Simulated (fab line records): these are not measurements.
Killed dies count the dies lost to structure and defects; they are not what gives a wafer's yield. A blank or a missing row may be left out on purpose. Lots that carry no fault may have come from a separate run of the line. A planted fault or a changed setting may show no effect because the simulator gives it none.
Chamber matching    flow nand-harc    rie-si-03 running NHARC_A_WL_FILL_ETCHBACK_26: 4 sister chambers
The step etches the open film in HBr, target depth 52 nm, time 13.3 s. 16 wafers are shown with their chamber, then 8 later ones without.

## EACH WAFER AND ITS CHAMBER
wafer   chamber  drypump-motor-current-A (A)  throttle-valve-pct (%)  oes-product-au (a.u.)
L075.1  2        5.9                          23.278                  0.992
L075.4  1        6.0                          23.269                  1.017
L075.6  2        5.9                          23.255                  0.994
L079.2  1        5.9                          23.274                  1.011
L079.5  3        5.5                          23.284                  1.008
L079.6  2        6.0                          23.270                  1.008
L080.1  3        5.5                          23.278                  0.996
L080.2  0        5.0                          23.262                  0.981
L080.4  1        6.0                          23.256                  0.997
L082.2  2        5.9                          23.260                  1.011
L082.4  0        5.1                          23.251                  0.994
L082.5  2        5.9                          23.280                  1.002
L087.2  1        6.0                          23.276                  0.996
L087.5  1        6.0                          23.266                  1.000
L087.6  2        5.9                          23.274                  1.010
L089.2  1        6.0                          23.278                  1.013

SIGNATURES (means of the wafers above)
reading                  chamber 0  chamber 1  chamber 2  chamber 3  scatter within a chamber
drypump-motor-current-A  5.050      5.983      5.917      5.500      0.0425
throttle-valve-pct       23.25650   23.26983   23.26950   23.28100   0.00871
oes-product-au           0.98750    1.00567    1.00283    1.00200    0.0087
Rule: a wafer's distance from a chamber is the root of the sum, over the readings, of the square of ((its reading less the chamber's mean) divided by the reading's scatter). If the next closest chamber is less than 2 further off than the closest, the wafer can't be placed; otherwise it belongs to the closest. The scatter: take each reading less its chamber's mean, square it, sum over the shown wafers, divide by the number of wafers less the number of chambers, and take the root.

## WAFERS MISSING THEIR CHAMBER
wafer   drypump-motor-current-A (A)  throttle-valve-pct (%)  oes-product-au (a.u.)
L089.4  5.6                          23.277                  1.016
L089.5  6.0                          23.279                  1.014
L092.1  6.0                          23.250                  1.016
L092.4  5.9                          23.273                  1.000
L092.6  5.6                          23.264                  1.005
L091.1  5.5                          23.264                  1.005
L091.2  5.0                          23.263                  0.994
L091.3  5.9                          23.262                  1.025

## CHAMBER TAKEN BY EACH
wafer   from the rows above      in truth
L089.4  3                        3
L089.5  can't be placed: 1 or 2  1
L092.1  can't be placed: 1 or 2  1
L092.4  can't be placed: 2 or 1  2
L092.6  3                        3
L091.1  3                        3
L091.2  0                        0
L091.3  can't be placed: 2 or 1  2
Correct placement for 4 of the 8. Not placeable from these rows: 4 (in 4, the candidates include the true chamber). Number placed wrongly: 0.
